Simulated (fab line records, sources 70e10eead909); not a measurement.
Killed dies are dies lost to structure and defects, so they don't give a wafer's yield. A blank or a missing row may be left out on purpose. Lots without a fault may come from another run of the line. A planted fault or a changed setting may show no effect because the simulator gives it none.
Chamber matching | flow nand_harc | NHARC_A_CONTACT_ALD_18 on ald_metal-02: 4 sister chambers
The step deposits TiN, target thk 3 nm, pulse time 1 s, ald cycles 150. 8 wafers are shown with their chamber, then 8 later ones without.

WAFERS WITH THEIR CHAMBER
wafer  | chamber | heater_power_w (W) | precursor_pulse_height_rel
L078.6 | 0       | 964                | 1.005
L082.1 | 1       | 1123               | 1.009
L091.5 | 3       | 1090               | 0.999
L091.6 | 2       | 1165               | 1.052
L091.1 | 3       | 1064               | 1.031
L091.2 | 1       | 1110               | 1.010
L091.4 | 0       | 906                | 0.995
L090.3 | 2       | 1158               | 0.983

WAFERS WITHOUT THEIR CHAMBER
wafer  | heater_power_w (W) | precursor_pulse_height_rel
L090.5 | 1115               | 0.971
L090.6 | 1144               | 0.994
L092.1 | 909                | 0.976
L092.2 | 1129               | 1.008
L092.3 | 1164               | 1.000
L097.3 | 898                | 0.951
L097.4 | 934                | 0.987
L097.5 | 1075               | 1.008

WHICH CHAMBER EACH WENT THROUGH
wafer  | from the rows above          | in truth
L090.5 | can't be placed: 1 or 3 or 2 | 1
L090.6 | can't be placed: 2 or 1 or 3 | 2
L092.1 | 0                            | 0
L092.2 | can't be placed: 1 or 2 or 3 | 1
L092.3 | can't be placed: 2 or 1      | 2
L097.3 | 0                            | 0
L097.4 | 0                            | 0
L097.5 | can't be placed: 3 or 1      | 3
Placed correctly: 3 of 8. Can't be placed from these rows: 5 (the true chamber is among the candidates in 5). Placed wrongly: 0.
How it was worked out, from the rows above alone: a wafer's distance from a chamber is the root of the sum, over the readings, of the square of ((its reading less the chamber's mean) divided by the reading's scatter). The wafer belongs to the nearest chamber; if the next one is less than 2 further off, it can't be placed. A chamber's mean is the mean of its shown wafers. The scatter: the root of (the sum of the squares of (reading less its chamber's mean) over the shown wafers, divided by (wafers less chambers)).
